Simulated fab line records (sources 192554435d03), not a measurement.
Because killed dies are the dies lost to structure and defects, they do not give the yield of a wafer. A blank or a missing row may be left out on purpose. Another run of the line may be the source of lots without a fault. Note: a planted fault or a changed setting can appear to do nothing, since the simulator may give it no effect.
Which tool was responsible? + flow n5Finfet + 66 wafers from 22 lots sampled at 4 of the route's 1938 steps

WHAT THE GAUGES SHOWED, per wafer
N5_ILD0_THK_MEAS_04. Usual: thkNm 197.5 nm, standard deviation 1.6.
| lot  | measured    | on           | thkNm (nm)        | flag |
|------|-------------|--------------|-------------------|------|
| L074 | day 3 12:38 | filmMetro-01 | 196.7 195.9 196.5 |      |
| L075 | day 3 20:04 | filmMetro-01 | 200.0 196.9 195.6 |      |
| L077 | day 4 08:37 | filmMetro-01 | 195.5 197.9 199.0 |      |
| L078 | day 4 12:02 | filmMetro-02 | 198.9 200.9 197.8 |      |
| L080 | day 5 05:17 | filmMetro-02 | 196.3 197.2 194.8 |      |
| L081 | day 5 09:07 | filmMetro-02 | 195.7 196.5 199.8 |      |
| L082 | day 5 22:37 | filmMetro-02 | 197.0 196.7 194.0 |      |
| L083 | day 5 23:51 | filmMetro-01 | 196.8 196.9 195.6 |      |
| L084 | day 6 07:48 | filmMetro-01 | 198.2 198.2 197.7 |      |
| L085 | day 6 08:40 | filmMetro-01 | 199.4 195.4 195.9 |      |
| L086 | day 6 17:02 | filmMetro-01 | 198.0 195.9 199.9 |      |
| L088 | day 7 00:14 | filmMetro-01 | 195.5 197.4 198.4 |      |
| L087 | day 7 01:40 | filmMetro-01 | 199.0 199.4 198.4 |      |
| L089 | day 7 08:38 | filmMetro-01 | 200.7 197.6 197.4 |      |
| L090 | day 7 21:43 | filmMetro-02 | 197.9 197.6 200.6 |      |
| L091 | day 8 01:46 | filmMetro-01 | 197.7 198.0 196.7 |      |
| L092 | day 8 03:22 | filmMetro-01 | 197.1 197.3 198.0 |      |
| L093 | day 8 16:04 | filmMetro-02 | 197.4 199.6 197.0 |      |
| L094 | day 8 16:04 | filmMetro-01 | 197.5 198.0 198.3 |      |
| L095 | day 8 22:51 | filmMetro-02 | 198.4 198.7 198.6 |      |
| L096 | day 9 02:38 | filmMetro-02 | 197.4 197.8 196.7 |      |
| L097 | day 9 10:35 | filmMetro-01 | 195.5 197.6 198.0 |      |

TOOL THAT RAN EACH LOT (tool first, then ch and the chambers of the sampled wafers, then the start)
| lot  | N5_SD_EPI_N_ETCH_35              | N5_SD_EPI_N_ETCH_45              | N5_ILD0_LINER_00                |
|------|----------------------------------|----------------------------------|---------------------------------|
| L074 | rieDiel-06 ch 0,1,2, day 3 00:50 | rieDiel-06 ch 0,1,2, day 3 01:16 | aldSin-02 ch 0,1,3, day 3 09:58 |
| L075 | rieDiel-04 ch 0,2, day 3 08:16   | rieDiel-04 ch 0,2, day 3 08:42   | aldSin-04 ch 0,1,3, day 3 17:16 |
| L077 | rieDiel-04 ch 0,2,3, day 3 20:33 | rieDiel-04 ch 0,2,3, day 3 20:59 | aldSin-02 ch 2,3, day 4 05:56   |
| L078 | rieDiel-05 ch 2,3, day 4 00:31   | rieDiel-05 ch 2,3, day 4 00:57   | aldSin-04 ch 2,3, day 4 09:23   |
| L080 | rieDiel-04 ch 2,3, day 4 17:28   | rieDiel-04 ch 2,3, day 4 17:54   | aldSin-02 ch 0,1,3, day 5 02:37 |
| L081 | rieDiel-06 ch 0,1,3, day 4 21:28 | rieDiel-06 ch 0,1,3, day 4 21:53 | aldSin-04 ch 0,1,2, day 5 06:28 |
| L082 | rieDiel-06 ch 1,2,3, day 5 10:59 | rieDiel-06 ch 1,2,3, day 5 11:25 | aldSin-02 ch 0,1,2, day 5 19:58 |
| L083 | rieDiel-04 ch 0,2,3, day 5 12:02 | rieDiel-04 ch 0,2,3, day 5 12:28 | aldSin-04 ch 0,1,2, day 5 21:11 |
| L084 | rieDiel-06 ch 1,2,3, day 5 19:11 | rieDiel-06 ch 1,2,3, day 5 19:36 | aldSin-04 ch 0,1,3, day 6 05:08 |
| L085 | rieDiel-06 ch 0,2,3, day 5 20:47 | rieDiel-06 ch 0,2,3, day 5 21:13 | aldSin-04 ch 1,2,3, day 6 06:00 |
| L086 | rieDiel-05 ch 0,1,2, day 6 04:45 | rieDiel-05 ch 0,1,2, day 6 05:10 | aldSin-03 ch 0,1,2, day 6 13:37 |
| L088 | rieDiel-06 ch 0,2, day 6 12:47   | rieDiel-06 ch 0,2, day 6 13:12   | aldSin-02 ch 1,2, day 6 21:34   |
| L087 | rieDiel-05 ch 0,1, day 6 13:44   | rieDiel-05 ch 0,1, day 6 14:10   | aldSin-04 ch 0,3, day 6 22:59   |
| L089 | rieDiel-05 ch 0,1,3, day 6 20:10 | rieDiel-05 ch 0,1,3, day 6 20:35 | aldSin-04 ch 2,3, day 7 05:54   |
| L090 | rieDiel-04 ch 0,1,3, day 7 10:10 | rieDiel-04 ch 0,1,3, day 7 10:35 | aldSin-03 ch 0,1,2, day 7 19:03 |
| L091 | rieDiel-06 ch 0,1, day 7 13:49   | rieDiel-06 ch 0,1, day 7 14:27   | aldSin-02 ch 0,1, day 7 23:06   |
| L092 | rieDiel-05 ch 1,2,3, day 7 15:38 | rieDiel-05 ch 1,2,3, day 7 16:04 | aldSin-03 ch 0,1,3, day 8 00:40 |
| L093 | rieDiel-06 ch 0,1,3, day 8 02:45 | rieDiel-06 ch 0,1,3, day 8 03:10 | aldSin-02 ch 0,2,3, day 8 12:05 |
| L094 | rieDiel-04 ch 0,1,2, day 8 03:53 | rieDiel-04 ch 0,1,2, day 8 04:19 | aldSin-04 ch 0,1,2, day 8 13:09 |
| L095 | rieDiel-06 ch 1,2,3, day 8 11:19 | rieDiel-06 ch 1,2,3, day 8 11:44 | aldSin-02 ch 1,2, day 8 20:10   |
| L096 | rieDiel-04 ch 0,1,3, day 8 13:02 | rieDiel-04 ch 0,1,3, day 8 13:27 | aldSin-03 ch 0,1, day 8 23:59   |
| L097 | rieDiel-05 ch 0,3, day 8 20:55   | rieDiel-05 ch 0,3, day 8 21:20   | aldSin-04 ch 0,1, day 9 07:26   |
- N5_SD_EPI_N_ETCH_35: etches SOC in N2/H2, overetch 108 nm, time 486 s.
- N5_SD_EPI_N_ETCH_45: etches SiOCN in CH3F/O2, target depth 6 nm.
- N5_ILD0_LINER_00: material SiNx, target thk 4 nm, pulse time 1 s, purge time 2 s.

AS READ BY THE TOOLS THEMSELVES (means over the sampled wafers that have a number; for cases with no such wafer, the mark the record gives instead)
N5_SD_EPI_N_ETCH_35. Usual: drypumpMotorCurrentA 5.9 A, standard deviation 0.5; oesProductAu 0.72 a.u., standard deviation 0.071; rfVppV 241.7 V, standard deviation 1.3; showerheadPlenumPTorr 2.61 Torr, standard deviation 0.084; throttleValvePct 23.7 %, standard deviation 0.43.
| lot  | tool       | drypumpMotorCurrentA (A) | oesProductAu (a.u.) | rfVppV (V) | showerheadPlenumPTorr (Torr) | throttleValvePct (%) | flag |
|------|------------|--------------------------|---------------------|------------|------------------------------|----------------------|------|
| L074 | rieDiel-06 | 6.2                      | 0.72                | 241.3      | 2.61                         | 23.6                 |      |
| L075 | rieDiel-04 | 5.4                      | 0.83                | 241.2      | 2.55                         | 23.5                 |      |
| L077 | rieDiel-04 | 5.8                      | 0.80                | 241.7      | 2.60                         | 23.7                 |      |
| L078 | rieDiel-05 | 5.7                      | 0.71                | 241.1      | 2.57                         | 23.0                 |      |
| L080 | rieDiel-04 | 6.3                      | 0.76                | 242.1      | 2.65                         | 23.8                 |      |
| L081 | rieDiel-06 | 5.9                      | 0.72                | 242.6      | 2.67                         | 23.9                 |      |
| L082 | rieDiel-06 | 5.8                      | 0.69                | 242.4      | 2.61                         | 23.6                 |      |
| L083 | rieDiel-04 | 5.8                      | 0.77                | 241.0      | 2.59                         | 23.7                 |      |
| L084 | rieDiel-06 | 5.8                      | 0.69                | 242.5      | 2.61                         | 23.6                 |      |
| L085 | rieDiel-06 | 5.7                      | 0.65                | 241.2      | 2.59                         | 23.9                 |      |
| L086 | rieDiel-05 | 5.8                      | 0.75                | 242.2      | 2.61                         | 23.6                 |      |
| L088 | rieDiel-06 | 6.2                      | 0.64                | 241.8      | 2.58                         | 23.9                 |      |
| L087 | rieDiel-05 | 6.0                      | 0.72                | 242.0      | 2.66                         | 23.9                 |      |
| L089 | rieDiel-05 | 6.0                      | 0.72                | 243.1      | 2.64                         | 23.4                 |      |
| L090 | rieDiel-04 | 5.7                      | 0.72                | 241.0      | 2.56                         | 23.7                 |      |
| L091 | rieDiel-06 | 6.4                      | 0.72                | 242.1      | 2.67                         | 23.7                 |      |
| L092 | rieDiel-05 | 5.7                      | 0.69                | 241.1      | 2.57                         | 23.5                 |      |
| L093 | rieDiel-06 | 6.0                      | 0.69                | 241.4      | 2.66                         | 24.0                 |      |
| L094 | rieDiel-04 | 5.7                      | 0.71                | 242.0      | 2.59                         | 23.7                 |      |
| L095 | rieDiel-06 | 5.8                      | 0.77                | 241.6      | 2.60                         | 23.5                 |      |
| L096 | rieDiel-04 | 5.7                      | 0.71                | 239.9      | 2.55                         | 23.7                 |      |
| L097 | rieDiel-05 | 6.1                      | 0.74                | 243.1      | 2.64                         | 23.0                 |      |

N5_SD_EPI_N_ETCH_45. Usual: O2_flow_sccm 20.00 sccm, standard deviation 0.061; drypumpMotorCurrentA 5.9 A, standard deviation 0.5; oesProductAu 0.81 a.u., standard deviation 0.085; rfVppV 127.8 V, standard deviation 0.94; showerheadPlenumPTorr 2.06 Torr, standard deviation 0.06; throttleValvePct 23.3 %, standard deviation 0.34.
| lot  | tool       | O2_flow_sccm (sccm) | drypumpMotorCurrentA (A) | oesProductAu (a.u.) | rfVppV (V) | showerheadPlenumPTorr (Torr) | throttleValvePct (%) | flag |
|------|------------|---------------------|--------------------------|---------------------|------------|------------------------------|----------------------|------|
| L074 | rieDiel-06 | 19.95               | 6.2                      | 0.81                | 127.7      | 2.07                         | 23.4                 |      |
| L075 | rieDiel-04 | 19.97               | 5.4                      | 0.92                | 128.1      | 2.02                         | 23.5                 |      |
| L077 | rieDiel-04 | 20.03               | 5.9                      | 0.90                | 128.4      | 2.04                         | 23.3                 |      |
| L078 | rieDiel-05 | 20.02               | 5.7                      | 0.79                | 127.8      | 2.02                         | 22.8                 |      |
| L080 | rieDiel-04 | 20.02               | 6.3                      | 0.87                | 127.1      | 2.05                         | 23.0                 |      |
| L081 | rieDiel-06 | 20.00               | 5.9                      | 0.81                | 128.2      | 2.09                         | 23.3                 |      |
| L082 | rieDiel-06 | 19.97               | 5.8                      | 0.78                | 127.8      | 2.05                         | 23.2                 |      |
| L083 | rieDiel-04 | 19.97               | 5.9                      | 0.87                | 127.5      | 2.03                         | 23.3                 |      |
| L084 | rieDiel-06 | 20.03               | 5.8                      | 0.78                | 127.3      | 2.05                         | 23.2                 |      |
| L085 | rieDiel-06 | 19.99               | 5.7                      | 0.72                | 127.0      | 2.04                         | 23.4                 |      |
| L086 | rieDiel-05 | 20.01               | 5.8                      | 0.85                | 127.7      | 2.05                         | 23.3                 |      |
| L088 | rieDiel-06 | 19.95               | 6.2                      | 0.72                | 127.3      | 2.04                         | 23.5                 |      |
| L087 | rieDiel-05 | 19.95               | 6.0                      | 0.82                | 128.7      | 2.10                         | 23.6                 |      |
| L089 | rieDiel-05 | 20.05               | 5.9                      | 0.80                | 128.0      | 2.09                         | 23.2                 |      |
| L090 | rieDiel-04 | 20.03               | 5.7                      | 0.80                | 128.4      | 2.01                         | 23.2                 |      |
| L091 | rieDiel-06 | 19.95               | 6.4                      | 0.83                | 128.1      | 2.10                         | 23.4                 |      |
| L092 | rieDiel-05 | 19.99               | 5.7                      | 0.77                | 128.4      | 2.03                         | 23.3                 |      |
| L093 | rieDiel-06 | 20.02               | 5.9                      | 0.78                | 127.1      | 2.08                         | 23.4                 |      |
| L094 | rieDiel-04 | 20.00               | 5.7                      | 0.79                | 128.9      | 2.04                         | 23.4                 |      |
| L095 | rieDiel-06 | 20.01               | 5.8                      | 0.86                | 127.2      | 2.05                         | 23.1                 |      |
| L096 | rieDiel-04 | 20.00               | 5.7                      | 0.79                | 127.9      | 2.01                         | 23.2                 |      |
| L097 | rieDiel-05 | 20.00               | 6.1                      | 0.81                | 127.9      | 2.08                         | 22.8                 |      |

N5_ILD0_LINER_00. Usual: heaterPowerW 851 W, standard deviation 75; precursorPulseHeightRel 0.999, standard deviation 0.02.
| lot  | tool      | heaterPowerW (W) | precursorPulseHeightRel | flag |
|------|-----------|------------------|-------------------------|------|
| L074 | aldSin-02 | 849              | 1.013                   |      |
| L075 | aldSin-04 | 886              | 1.004                   |      |
| L077 | aldSin-02 | 882              | 1.004                   |      |
| L078 | aldSin-04 | 803              | 1.008                   |      |
| L080 | aldSin-02 | 863              | 0.978                   |      |
| L081 | aldSin-04 | 809              | 0.987                   |      |
| L082 | aldSin-02 | 851              | 0.986                   |      |
| L083 | aldSin-04 | 813              | 1.021                   |      |
| L084 | aldSin-04 | 872              | 1.007                   |      |
| L085 | aldSin-04 | 808              | 0.986                   |      |
| L086 | aldSin-03 | 866              | 1.003                   |      |
| L088 | aldSin-02 | 802              | 0.988                   |      |
| L087 | aldSin-04 | 897              | 0.988                   |      |
| L089 | aldSin-04 | 748              | 0.997                   |      |
| L090 | aldSin-03 | 856              | 0.988                   |      |
| L091 | aldSin-02 | 860              | 0.980                   |      |
| L092 | aldSin-03 | 928              | 1.001                   |      |
| L093 | aldSin-02 | 891              | 0.997                   |      |
| L094 | aldSin-04 | 817              | 1.013                   |      |
| L095 | aldSin-02 | 814              | 0.977                   |      |
| L096 | aldSin-03 | 922              | 1.000                   |      |
| L097 | aldSin-04 | 870              | 1.004                   |      |

THE ANSWER, worked out from the rows above alone
Rule: take the mean of a lot's wafers that have a number; if it is more than 3 standard deviations from the usual mean, the lot is off. Also off: a lot with no number at a reading for which 4 or more lots have one. The other lots that the step has rows for count as sound. The gauges are gone through in route order, then the tools' own readings, and for those a lot's mean is taken as printed above. The first step at which some lot is off is used, and at that step the reading that is off furthest; a lot without a number counts as furthest.
Across all readings shown, no lot is off: no conclusion can be drawn from this.

WHAT THE SIMULATOR HAD INSERTED
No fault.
